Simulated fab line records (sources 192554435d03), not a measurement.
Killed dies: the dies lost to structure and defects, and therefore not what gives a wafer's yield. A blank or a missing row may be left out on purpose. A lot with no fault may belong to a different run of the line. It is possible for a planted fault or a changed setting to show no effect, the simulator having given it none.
Split-lot trial || flow n5 finfet || 7 lots, 36 wafers read, on a route of 1938 steps

ABOUT THE SPLIT
At N5_BEOL_M9_TRENCH_ETCH_37 (etches SiCOH lowk in C4F6/O2, target depth 151.43 nm, time 49 s), the setting time s was moved away from the recipe's 49 s on 16 of the 36 wafers read, by -59.8% to +37.0%. The other wafers ran this setting at the recipe's value.

FROM THE SPLIT TO THE READING: what the file shows between them, 8 steps
- N5_BEOL_M9_ETCH_41: etches SiCN in CH3F/O2, target depth 36.6 nm, time 70.1 s
- N5_BEOL_M9_STRIP_80: strips in N2/H2, time 10 s
- N5_BEOL_M9_OCD_MEAS_38
- N5_BEOL_M9_HM_STRIP_39: strips TiN in peroxide tin strip, target depth 25 nm, time 158 s
- N5_BEOL_M9_SRD_40: time 30 s
- N5_BEOL_M9_ECD_50: material Cu, target thk 318 nm
- N5_BEOL_M9_ANNEAL_51: time 90 s
- N5_BEOL_M9_CMP_52: polishes, stops on SiCOH lowk, t overpolish 7 s, target thk 140 nm

THE READING
M9_THK, in nm, at N5_BEOL_M9_THK_MEAS_53 (measures by xrf). A value of 142.2 nm with a standard deviation of 2.9 nm is what fault-free wafers of this fab line usually give.

{"wafer": "L075.1", "tool, chamber at the split": "rie diel-06, 0", "time s as run, s": 49, "against the recipe": "recipe", "M9_THK, nm": 142.0, "against lot-mates on the recipe": "-"}
{"wafer": "L075.2", "tool, chamber at the split": "rie diel-06, 3", "time s as run, s": 40.47, "against the recipe": "-17.4%", "M9_THK, nm": 113.2, "against lot-mates on the recipe": -28.4}
{"wafer": "L075.3", "tool, chamber at the split": "rie diel-06, 1", "time s as run, s": 40.47, "against the recipe": "-17.4%", "M9_THK, nm": 116.3, "against lot-mates on the recipe": -25.3}
{"wafer": "L075.4", "tool, chamber at the split": "rie diel-06, 1", "time s as run, s": 40.47, "against the recipe": "-17.4%", "M9_THK, nm": 117.9, "against lot-mates on the recipe": -23.7}
{"wafer": "L075.5", "tool, chamber at the split": "rie diel-06, 3", "time s as run, s": 49, "against the recipe": "recipe", "M9_THK, nm": 141.4, "against lot-mates on the recipe": "-"}
{"wafer": "L075.6", "tool, chamber at the split": "rie diel-06, 0", "time s as run, s": 49, "against the recipe": "recipe", "M9_THK, nm": 141.5, "against lot-mates on the recipe": "-"}
{"wafer": "L081.1", "tool, chamber at the split": "rie diel-06, 0", "time s as run, s": 28.65, "against the recipe": "-41.5%", "M9_THK, nm": 80.3, "against lot-mates on the recipe": -62.2}
{"wafer": "L081.2", "tool, chamber at the split": "rie diel-06, 3", "time s as run, s": 49, "against the recipe": "recipe", "M9_THK, nm": 140.8, "against lot-mates on the recipe": "-"}
{"wafer": "L081.3", "tool, chamber at the split": "rie diel-06, 1", "time s as run, s": 28.65, "against the recipe": "-41.5%", "M9_THK, nm": 78.0, "against lot-mates on the recipe": -64.5}
{"wafer": "L081.4", "tool, chamber at the split": "rie diel-06, 2", "time s as run, s": 28.65, "against the recipe": "-41.5%", "M9_THK, nm": 79.7, "against lot-mates on the recipe": -62.8}
{"wafer": "L081.5", "tool, chamber at the split": "rie diel-06, 2", "time s as run, s": 49, "against the recipe": "recipe", "M9_THK, nm": 146.4, "against lot-mates on the recipe": "-"}
{"wafer": "L081.6", "tool, chamber at the split": "rie diel-06, 3", "time s as run, s": 49, "against the recipe": "recipe", "M9_THK, nm": 140.3, "against lot-mates on the recipe": "-"}
{"wafer": "L082.1", "tool, chamber at the split": "rie diel-05, 3", "time s as run, s": 67.15, "against the recipe": "+37.0%", "M9_THK, nm": 197.8, "against lot-mates on the recipe": "+56.3"}
{"wafer": "L082.2", "tool, chamber at the split": "rie diel-05, 2", "time s as run, s": 67.15, "against the recipe": "+37.0%", "M9_THK, nm": 196.1, "against lot-mates on the recipe": "+54.6"}
{"wafer": "L082.3", "tool, chamber at the split": "rie diel-05, 0", "time s as run, s": 49, "against the recipe": "recipe", "M9_THK, nm": 144.5, "against lot-mates on the recipe": "-"}
{"wafer": "L082.4", "tool, chamber at the split": "rie diel-05, 1", "time s as run, s": 49, "against the recipe": "recipe", "M9_THK, nm": 141.5, "against lot-mates on the recipe": "-"}
{"wafer": "L082.5", "tool, chamber at the split": "rie diel-05, 3", "time s as run, s": 49, "against the recipe": "recipe", "M9_THK, nm": 138.5, "against lot-mates on the recipe": "-"}
{"wafer": "L082.6", "tool, chamber at the split": "rie diel-05, 0", "time s as run, s": 67.15, "against the recipe": "+37.0%", "M9_THK, nm": 202.8, "against lot-mates on the recipe": "+61.3"}
{"wafer": "L084.3", "tool, chamber at the split": "rie diel-05, 3", "time s as run, s": 49, "against the recipe": "recipe", "M9_THK, nm": 139.4, "against lot-mates on the recipe": "-"}
{"wafer": "L084.5", "tool, chamber at the split": "rie diel-05, 1", "time s as run, s": 49, "against the recipe": "recipe", "M9_THK, nm": 141.4, "against lot-mates on the recipe": "-"}
{"wafer": "L084.6", "tool, chamber at the split": "rie diel-05, 2", "time s as run, s": 49, "against the recipe": "recipe", "M9_THK, nm": 142.3, "against lot-mates on the recipe": "-"}
{"wafer": "L087.1", "tool, chamber at the split": "rie diel-05, 0", "time s as run, s": 49, "against the recipe": "recipe", "M9_THK, nm": 145.4, "against lot-mates on the recipe": "-"}
{"wafer": "L087.2", "tool, chamber at the split": "rie diel-05, 3", "time s as run, s": 49, "against the recipe": "recipe", "M9_THK, nm": 139.5, "against lot-mates on the recipe": "-"}
{"wafer": "L087.3", "tool, chamber at the split": "rie diel-05, 2", "time s as run, s": 58.79, "against the recipe": "+20.0%", "M9_THK, nm": 170.4, "against lot-mates on the recipe": "+26.8"}
{"wafer": "L087.4", "tool, chamber at the split": "rie diel-05, 1", "time s as run, s": 58.79, "against the recipe": "+20.0%", "M9_THK, nm": 173.2, "against lot-mates on the recipe": "+29.6"}
{"wafer": "L087.5", "tool, chamber at the split": "rie diel-05, 1", "time s as run, s": 58.79, "against the recipe": "+20.0%", "M9_THK, nm": 171.1, "against lot-mates on the recipe": "+27.5"}
{"wafer": "L087.6", "tool, chamber at the split": "rie diel-05, 0", "time s as run, s": 49, "against the recipe": "recipe", "M9_THK, nm": 146.0, "against lot-mates on the recipe": "-"}
{"wafer": "L096.1", "tool, chamber at the split": "rie diel-06, 3", "time s as run, s": 60.25, "against the recipe": "+23.0%", "M9_THK, nm": 171.2, "against lot-mates on the recipe": "+30.5"}
{"wafer": "L096.2", "tool, chamber at the split": "rie diel-06, 1", "time s as run, s": 49, "against the recipe": "recipe", "M9_THK, nm": 142.1, "against lot-mates on the recipe": "-"}
{"wafer": "L096.3", "tool, chamber at the split": "rie diel-06, 2", "time s as run, s": 60.25, "against the recipe": "+23.0%", "M9_THK, nm": 183.8, "against lot-mates on the recipe": "+43.1"}
{"wafer": "L096.4", "tool, chamber at the split": "rie diel-06, 0", "time s as run, s": 60.25, "against the recipe": "+23.0%", "M9_THK, nm": 174.2, "against lot-mates on the recipe": "+33.5"}
{"wafer": "L096.5", "tool, chamber at the split": "rie diel-06, 2", "time s as run, s": 49, "against the recipe": "recipe", "M9_THK, nm": 143.4, "against lot-mates on the recipe": "-"}
{"wafer": "L096.6", "tool, chamber at the split": "rie diel-06, 3", "time s as run, s": 49, "against the recipe": "recipe", "M9_THK, nm": 136.7, "against lot-mates on the recipe": "-"}
{"wafer": "L097.1", "tool, chamber at the split": "rie diel-06, 2", "time s as run, s": 49, "against the recipe": "recipe", "M9_THK, nm": 147.0, "against lot-mates on the recipe": "-"}
{"wafer": "L097.2", "tool, chamber at the split": "rie diel-06, 0", "time s as run, s": 49, "against the recipe": "recipe", "M9_THK, nm": 143.6, "against lot-mates on the recipe": "-"}
{"wafer": "L097.4", "tool, chamber at the split": "rie diel-06, 1", "time s as run, s": 19.69, "against the recipe": "-59.8%", "M9_THK, nm": 49.7, "against lot-mates on the recipe": -95.6}

FIT RESULTS
A straight line over all 36 wafers: M9_THK changes by +1.52 nm for each +1% of time s; r = +1.00; the points scatter about the line by 2.9 nm.
The same after taking each lot's own level away (the mean of its wafers on the recipe; 36 wafers): +1.54 nm for each +1%; r = +1.00; scatter 2.8 nm.
The reading moves by 92 nm for the largest change in time s, on that fit.
From 140.73 to 145.30 nm: that is the span of the lots' own levels, equal to 1.6 times the standard deviation above.
Consequently the slope shifts little with the lot-to-lot level, the two slopes agreeing.
Check: -90.9 nm against its lot-mates is what the line predicts for one of the wafers moved furthest among these (-59.8%) when that wafer is left out of the fit. It came out at -95.6 nm against them.

THE WHOLE CHAIN: every reading that the file lists as answering this split, in the file's order
{"step": "N5_BEOL_M9_TRENCH_ETCH_37", "what it does": "etches SiCOH lowk in C4F6/O2, target depth 151.43 nm, time 49 s", "reading": "etch.depth nm (the simulator's own value, which no gauge read)", "change (the file's fit)": "+1.52 nm for each +1% of the setting", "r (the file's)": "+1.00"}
{"step": "N5_BEOL_M9_TRENCH_ETCH_37", "what it does": "etches SiCOH lowk in C4F6/O2, target depth 151.43 nm, time 49 s", "reading": "BEOL_M9.feature depth nm (the simulator's own value, which no gauge read)", "change (the file's fit)": "+1.52 nm for each +1% of the setting", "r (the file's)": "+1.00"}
{"step": "N5_BEOL_M9_TRENCH_ETCH_37", "what it does": "etches SiCOH lowk in C4F6/O2, target depth 151.43 nm, time 49 s", "reading": "TiN_of_BEOL_M9_HM_DEP_02.thk nm (the simulator's own value, which no gauge read)", "change (the file's fit)": "-0.0409 nm for each +1% of the setting", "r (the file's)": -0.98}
{"step": "N5_BEOL_M9_OCD_MEAS_38", "what it does": "", "reading": "trench depth nm", "change (the file's fit)": "+1.5 nm for each +1% of the setting", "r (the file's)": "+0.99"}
{"step": "N5_BEOL_M9_CMP_52", "what it does": "polishes, stops on SiCOH lowk, t overpolish 7 s, target thk 140 nm", "reading": "Cu_of_BEOL_M9_ECD_50.thk nm (the simulator's own value, which no gauge read)", "change (the file's fit)": "+1.53 nm for each +1% of the setting", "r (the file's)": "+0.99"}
{"step": "N5_BEOL_M9_THK_MEAS_53", "what it does": "measures by xrf", "reading": "M9_THK", "change (the file's fit)": "+1.54 for each +1% of the setting", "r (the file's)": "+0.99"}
{"step": "N5_BEOL_M9_RS_MEAS_57", "what it does": "measures by four-point-probe", "reading": "M9_RS", "change (the file's fit)": "not straight: 0.521 at the lowest setting, 0.152 at the recipe, 0.105 at the highest", "r (the file's)": "not given"}

FILE'S OWN FIT
M9_THK changes by +1.54 nm for each +1% of time s, r = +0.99.
